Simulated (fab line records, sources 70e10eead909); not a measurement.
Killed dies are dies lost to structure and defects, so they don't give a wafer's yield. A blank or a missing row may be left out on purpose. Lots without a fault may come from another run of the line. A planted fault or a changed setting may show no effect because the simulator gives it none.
One fault seen from 2 desks | flow nand_harc | each desk has only its own numbers; what lay behind them comes last

THE METROLOGY DESK
What the gauges read, lot by lot, whatever tool the lot ran on: means of the sampled wafers that have a number. A lot is out of limits, marked OUT, if its mean lies more than 4 standard deviations from the usual mean; the brackets give that distance.
Columns: A = thk_nm at NHARC_A_ONON_D2_THK_MEAS_30, usual 1001 nm
lot  | first seen here | A
L594 | day 13 08:49    | 1019
L595 | day 13 19:47    | 984
L596 | day 13 19:49    | 1004
L597 | day 14 08:14    | 1006
L601 | day 16 08:36    | 994
L604 | day 16 21:05    | 1010
L606 | day 17 23:55    | 995
L607 | day 17 23:56    | 994
L612 | day 20 07:56    | 996
L613 | day 21 07:16    | 991
L614 | day 21 15:59    | 994
L615 | day 22 04:00    | 997
L616 | day 22 04:09    | 996
L617 | day 22 12:47    | 994
This desk's finding: nothing out of limits on any of the 14 lots.

THE TOOL OWNER'S DESK: arfi_scanner-03
The tool's own readings at NHARC_A_CHANNEL_HOLE_D2_EXPOSE_07 (exposes mask HOLE D2, target cd 100 nm): means of the sampled wafers that have a number, for each lot that ran on this tool. A lot is out of limits, marked OUT, if its mean lies more than 4 standard deviations from the usual mean; the brackets give that distance.
Columns: A = exposure_dose_mJ_cm2 at NHARC_A_CHANNEL_HOLE_D2_EXPOSE_07, usual 59.57; B = focus_offset_nm at NHARC_A_CHANNEL_HOLE_D2_EXPOSE_07, usual 0.0 nm
lot  | first seen here | A     | B
L594 | day 13 14:28    | 59.62 | -0.0
L596 | day 14 03:41    | 59.56 | 0.1
L597 | day 14 11:13    | 59.52 | 0.1
L604 | day 17 02:28    | 59.55 | -0.1
L615 | day 22 07:11    | 59.56 | 0.1
This desk's finding: nothing out of limits on any of the 5 lots.

PUT TOGETHER
The metrology desk saw nothing out of limits.
The tool owner's desk saw nothing out of limits.

WHAT THE SIMULATOR HAD PUT IN
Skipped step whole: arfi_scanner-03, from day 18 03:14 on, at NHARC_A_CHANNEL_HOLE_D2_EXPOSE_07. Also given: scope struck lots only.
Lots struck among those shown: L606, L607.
